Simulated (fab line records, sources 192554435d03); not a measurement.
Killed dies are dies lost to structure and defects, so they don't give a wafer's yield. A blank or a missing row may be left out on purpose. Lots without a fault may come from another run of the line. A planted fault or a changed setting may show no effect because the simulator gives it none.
Chamber matching | flow n5_finfet | N5_FIN_SAQP_SPACER1_ALD_24 on ald_sin-04: 4 sister chambers
The step deposits SiO2, target thk 20.3 nm, pulse time 1 s, purge time 2 s. 8 wafers are shown with their chamber, then 9 later ones without.

WAFERS WITH THEIR CHAMBER
wafer  | chamber | heater_power_w (W) | precursor_pulse_height_rel
L081.6 | 0       | 458                | 0.991
L088.5 | 1       | 426                | 0.966
L089.1 | 0       | 460                | 0.998
L089.2 | 2       | 472                | 1.037
L089.4 | 3       | 430                | 1.019
L092.2 | 3       | 437                | 0.993
L092.3 | 1       | 439                | 0.988
L092.5 | 2       | 462                | 0.994

WAFERS WITHOUT THEIR CHAMBER
wafer  | heater_power_w (W) | precursor_pulse_height_rel
L095.1 | 465                | 0.997
L095.3 | 427                | 0.987
L095.4 | 475                | 1.006
L097.1 | 456                | 0.988
L097.2 | 433                | 0.950
L097.3 | 471                | 0.995
L097.4 | 419                | 0.995
L097.5 | 464                | 0.990
L097.6 | 431                | 0.994

WHICH CHAMBER EACH WENT THROUGH
wafer  | from the rows above     | in truth
L095.1 | can't be placed: 0 or 2 | 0
L095.3 | can't be placed: 1 or 3 | 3
L095.4 | can't be placed: 2 or 0 | 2
L097.1 | can't be placed: 0 or 2 | 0
L097.2 | can't be placed: 1 or 3 | 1
L097.3 | can't be placed: 2 or 0 | 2
L097.4 | can't be placed: 1 or 3 | 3
L097.5 | can't be placed: 0 or 2 | 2
L097.6 | can't be placed: 3 or 1 | 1
Placed correctly: 0 of 9. Can't be placed from these rows: 9 (the true chamber is among the candidates in 9). Placed wrongly: 0.
How it was worked out, from the rows above alone: a wafer's distance from a chamber is the root of the sum, over the readings, of the square of ((its reading less the chamber's mean) divided by the reading's scatter). The wafer belongs to the nearest chamber; if the next one is less than 2 further off, it can't be placed. A chamber's mean is the mean of its shown wafers. The scatter: the root of (the sum of the squares of (reading less its chamber's mean) over the shown wafers, divided by (wafers less chambers)).
